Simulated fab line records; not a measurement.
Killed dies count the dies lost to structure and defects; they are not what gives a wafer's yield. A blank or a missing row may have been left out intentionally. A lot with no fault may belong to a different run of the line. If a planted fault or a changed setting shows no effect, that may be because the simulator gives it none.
Lot-split experiment | flow n5Finfet | 7 lots, 39 wafers read, on a route of 1938 steps

THE SPLIT
At N5_BEOL_M9_TRENCH_ETCH_37 (etches SiCOH lowk in C4F6/O2, target depth 151.43 nm, time 49 s), the setting timeS was moved away from the recipe's 49 s on 15 of the 39 wafers read, by -53.7% to +44.0%. For the rest of the wafers, this setting stayed at what the recipe calls for.

FROM THE SPLIT TO THE READING: what the file shows between them, 11 steps
- N5_BEOL_M9_ETCH_41: etches SiCN in CH3F/O2, target depth 36.6 nm, time 70.1 s
- N5_BEOL_M9_STRIP_80: strips in N2/H2, time 10 s
- N5_BEOL_M9_OCD_MEAS_38
- N5_BEOL_M9_HM_STRIP_39: strips TiN in peroxide tin strip, target depth 25 nm, time 158 s
- N5_BEOL_M9_SRD_40: time 30 s
- N5_BEOL_M9_ECD_50: material Cu, target thk 318 nm
- N5_BEOL_M9_ANNEAL_51: time 90 s
- N5_BEOL_M9_CMP_52: polishes, stops on SiCOH lowk, t overpolish 7 s, target thk 140 nm
- N5_BEOL_M9_THK_MEAS_53: measures by xrf
- N5_BEOL_M9_PRE_CLEAN_55: time 15 s
- N5_BEOL_M9_DEP_56: deposits SiCN from 3MS/NH3, target thk 15 nm, time 26.5 s

THE READING
M9_RS (ohm/sq), read at N5_BEOL_M9_RS_MEAS_57 with a four-point probe. A value of 0.153 ohm/sq with a standard deviation of 0.0035 ohm/sq is what fault-free wafers of this fab line usually give.

wafer  | tool, chamber at the split | timeS as run, s | against the recipe | M9_RS, ohm/sq | against lot-mates on the recipe
L074.1 | rieDiel-04, 1              | 49              | recipe             | 0.155         | -
L074.2 | rieDiel-04, 3              | 49              | recipe             | 0.151         | -
L074.3 | rieDiel-04, 2              | 59.77           | +22.0%             | 0.116         | -0.037
L074.4 | rieDiel-04, 2              | 59.77           | +22.0%             | 0.117         | -0.036
L074.5 | rieDiel-04, 3              | 59.77           | +22.0%             | 0.120         | -0.033
L074.6 | rieDiel-04, 1              | 49              | recipe             | 0.154         | -
L075.1 | rieDiel-04, 3              | 33.55           | -31.5%             | 0.245         | +0.095
L075.2 | rieDiel-04, 2              | 33.55           | -31.5%             | 0.233         | +0.083
L075.3 | rieDiel-04, 1              | 49              | recipe             | 0.152         | -
L075.4 | rieDiel-04, 3              | 33.55           | -31.5%             | 0.244         | +0.094
L075.5 | rieDiel-04, 2              | 49              | recipe             | 0.145         | -
L075.6 | rieDiel-04, 1              | 49              | recipe             | 0.154         | -
L082.1 | rieDiel-04, 1              | 49              | recipe             | 0.149         | -
L082.2 | rieDiel-04, 0              | 49              | recipe             | 0.150         | -
L082.3 | rieDiel-04, 2              | 49              | recipe             | 0.145         | -
L082.4 | rieDiel-04, 3              | 49              | recipe             | 0.155         | -
L082.5 | rieDiel-04, 3              | 49              | recipe             | 0.152         | -
L082.6 | rieDiel-04, 2              | 49              | recipe             | 0.145         | -
L080.1 | rieDiel-01, 0              | 70.55           | +44.0%             | 0.099         | -0.056
L080.2 | rieDiel-01, 3              | 49              | recipe             | 0.155         | -
L080.3 | rieDiel-01, 1              | 49              | recipe             | 0.153         | -
L080.4 | rieDiel-01, 3              | 49              | recipe             | 0.156         | -
L080.5 | rieDiel-01, 1              | 70.55           | +44.0%             | 0.099         | -0.056
L080.6 | rieDiel-01, 0              | 70.55           | +44.0%             | 0.097         | -0.058
L083.1 | rieDiel-01, 3              | 49              | recipe             | 0.156         | -
L083.2 | rieDiel-01, 0              | 49              | recipe             | 0.152         | -
L083.3 | rieDiel-01, 0              | 61.92           | +26.4%             | 0.116         | -0.039
L083.4 | rieDiel-01, 3              | 49              | recipe             | 0.156         | -
L083.5 | rieDiel-01, 3              | 61.92           | +26.4%             | 0.119         | -0.036
L083.6 | rieDiel-01, 0              | 61.92           | +26.4%             | 0.117         | -0.038
L088.1 | rieDiel-01, 3              | 49              | recipe             | 0.155         | -
L088.2 | rieDiel-01, 0              | 22.68           | -53.7%             | 0.426         | +0.269
L088.3 | rieDiel-01, 2              | 49              | recipe             | 0.156         | -
L088.4 | rieDiel-01, 1              | 22.68           | -53.7%             | 0.418         | +0.261
L088.5 | rieDiel-01, 0              | 22.68           | -53.7%             | 0.409         | +0.252
L088.6 | rieDiel-01, 3              | 49              | recipe             | 0.159         | -
L092.1 | rieDiel-04, 2              | 49              | recipe             | 0.147         | -
L092.3 | rieDiel-04, 0              | 49              | recipe             | 0.151         | -
L092.5 | rieDiel-04, 0              | 49              | recipe             | 0.151         | -

THE FIT
A straight line over all 39 wafers: M9_RS changes by -0.00304 ohm/sq for each +1% of timeS; r = -0.90; the points scatter about the line by 0.035 ohm/sq.
The same after taking each lot's own level away (the mean of its wafers on the recipe; 39 wafers): -0.00304 ohm/sq for each +1%; r = -0.91; scatter 0.034 ohm/sq.
That fit puts the effect of the largest move of timeS on the reading at 0.16 ohm/sq.
From 0.1493 to 0.1567 ohm/sq: that is the span of the lots' own levels, equal to 2.1 times the standard deviation above.
Consequently the slope shifts little with the lot-to-lot level, the two slopes agreeing.
Check: with one of the wafers moved furthest among these (-53.7%) left out of the fit, the line predicts +0.165 ohm/sq for it against its lot-mates. It came out at +0.269 ohm/sq against them.

THE WHOLE CHAIN: every reading that the file lists as answering this split, in the file's order
step                      | what it does                                                       | reading                                                                         | change (the file's fit)                | r (the file's)
N5_BEOL_M9_TRENCH_ETCH_37 | etches SiCOH lowk in C4F6/O2, target depth 151.43 nm, time 49 s    | etch.depthNm (the simulator's own value, which no gauge read)                   | +1.53 nm for each +1% of the setting   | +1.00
N5_BEOL_M9_TRENCH_ETCH_37 | etches SiCOH lowk in C4F6/O2, target depth 151.43 nm, time 49 s    | BEOL_M9.featureDepthNm (the simulator's own value, which no gauge read)         | +1.53 nm for each +1% of the setting   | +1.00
N5_BEOL_M9_TRENCH_ETCH_37 | etches SiCOH lowk in C4F6/O2, target depth 151.43 nm, time 49 s    | TiN_of_BEOL_M9_HM_DEP_02.thkNm (the simulator's own value, which no gauge read) | -0.0414 nm for each +1% of the setting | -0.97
N5_BEOL_M9_OCD_MEAS_38    |                                                                    | trenchDepthNm                                                                   | +1.53 nm for each +1% of the setting   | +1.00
N5_BEOL_M9_CMP_52         | polishes, stops on SiCOH lowk, t overpolish 7 s, target thk 140 nm | Cu_of_BEOL_M9_ECD_50.thkNm (the simulator's own value, which no gauge read)     | +1.52 nm for each +1% of the setting   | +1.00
N5_BEOL_M9_THK_MEAS_53    | measures by xrf                                                    | M9_THK                                                                          | +1.55 for each +1% of the setting      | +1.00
N5_BEOL_M9_RS_MEAS_57     | measures by four-point-probe                                       | M9_RS                                                                           | -0.00302 for each +1% of the setting   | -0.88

THE FILE'S OWN FIT
M9_RS changes by -0.00302 ohm/sq for each +1% of timeS, r = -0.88.
